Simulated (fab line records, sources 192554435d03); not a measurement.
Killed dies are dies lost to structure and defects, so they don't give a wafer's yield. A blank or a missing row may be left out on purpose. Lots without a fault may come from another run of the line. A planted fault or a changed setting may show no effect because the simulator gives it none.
Split-lot experiment | flow n5_finfet | 7 lots, 21 wafers read, on a route of 1938 steps

THE SPLIT
At N5_MIM_BOT_ETCH_ETCH_03 (etches the open film in Cl2/BCl3, target depth 12 nm), the setting bias_w was moved away from the recipe's 100 W on 11 of the 21 wafers read, by -14.3% to +17.5%. The other wafers ran this setting at the recipe's value.

The reading is taken at the split's own step.

THE READING
etch.depth_nm (the simulator's own value, which no gauge read), in nm, at N5_MIM_BOT_ETCH_ETCH_03 (etches the open film in Cl2/BCl3, target depth 12 nm). The file gives no usual value for it. The 10 wafers here that ran the recipe average 11.98 nm, standard deviation 0.22 nm.

wafer  | tool, chamber at the split | bias_w as run, W | against the recipe | etch.depth_nm, nm | against lot-mates on the recipe
L074.1 | rie_metal-03, 1            | 114.6            | +14.6%             | 12.72             | +0.57
L074.2 | rie_metal-03, 1            | 114.6            | +14.6%             | 12.74             | +0.59
L074.5 | rie_metal-03, 1            | 100              | recipe             | 12.15             | -
L079.1 | rie_metal-01, 1            | 100              | recipe             | 11.76             | -
L079.3 | rie_metal-01, 0            | 86.65            | -13.3%             | 11.28             | -0.48
L079.4 | rie_metal-01, 1            | 86.65            | -13.3%             | 11.2              | -0.56
L087.1 | rie_metal-01, 0            | 100              | recipe             | 11.68             | -
L087.4 | rie_metal-01, 0            | 100              | recipe             | 11.73             | -
L087.6 | rie_metal-01, 1            | 100              | recipe             | 11.91             | -
L089.3 | rie_metal-02, 0            | 89.75            | -10.3%             | 11.93             | -0.28
L089.5 | rie_metal-02, 0            | 89.75            | -10.3%             | 11.91             | -0.30
L089.6 | rie_metal-02, 1            | 100              | recipe             | 12.21             | -
L088.3 | rie_metal-01, 1            | 92.92            | -7.1%              | 11.7              | -0.20
L088.4 | rie_metal-01, 0            | 100              | recipe             | 11.9              | -
L088.5 | rie_metal-01, 0            | 92.92            | -7.1%              | 11.52             | -0.38
L094.1 | rie_metal-02, 1            | 117.5            | +17.5%             | 12.98             | +0.59
L094.2 | rie_metal-02, 0            | 117.5            | +17.5%             | 13.22             | +0.83
L094.4 | rie_metal-02, 0            | 100              | recipe             | 12.39             | -
L097.1 | rie_metal-01, 0,1          | 100              | recipe             | 12.04             | -
L097.2 | rie_metal-01, 0,1          | 100              | recipe             | 12.04             | -
L097.6 | rie_metal-01, 1            | 85.73            | -14.3%             | 11.4              | -0.64
Where a row lists several chambers, the file gives one row for several wafers and doesn't say which wafer went through which chamber.

THE FIT
A straight line over all 21 wafers: etch.depth_nm changes by +0.0505 nm for each +1% of bias_w; r = +0.91; the points scatter about the line by 0.23 nm.
The same after taking each lot's own level away (the mean of its wafers on the recipe; 21 wafers): +0.0393 nm for each +1%; r = +0.98; scatter 0.076 nm.
On that fit, the largest move of bias_w shifts the reading by 0.69 nm.
The lots' own levels span 11.760 to 12.390 nm, that is 2.9 times the standard deviation above.
So the lot-to-lot level changes the slope: the two fits differ.
Check: with one of the wafers moved furthest among these (+17.5%) left out of the fit, the line predicts +0.726 nm for it against its lot-mates. It came out at +0.59 nm against them.

OTHER SPLITS ON THESE WAFERS
These wafers also went through other splits before the reading. Each is held against what the fit with the lots' levels taken away leaves over:
other split on the same wafers     | wafers away from the commonest value | r with etch.depth_nm (lot level and that fit taken away)
N5_BEOL_M15_COAT_60 spin_rpm       | 6                                    | +0.03
N5_BEOL_M15_PEB_26 peb_time_s      | 5                                    | -0.31
N5_MIM_BOT_LITHO_EXPOSE_05 dose_mj | 7                                    | +0.36

THE FILE'S OWN FIT
etch.depth_nm changes by +0.0396 nm for each +1% of bias_w, r = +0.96.
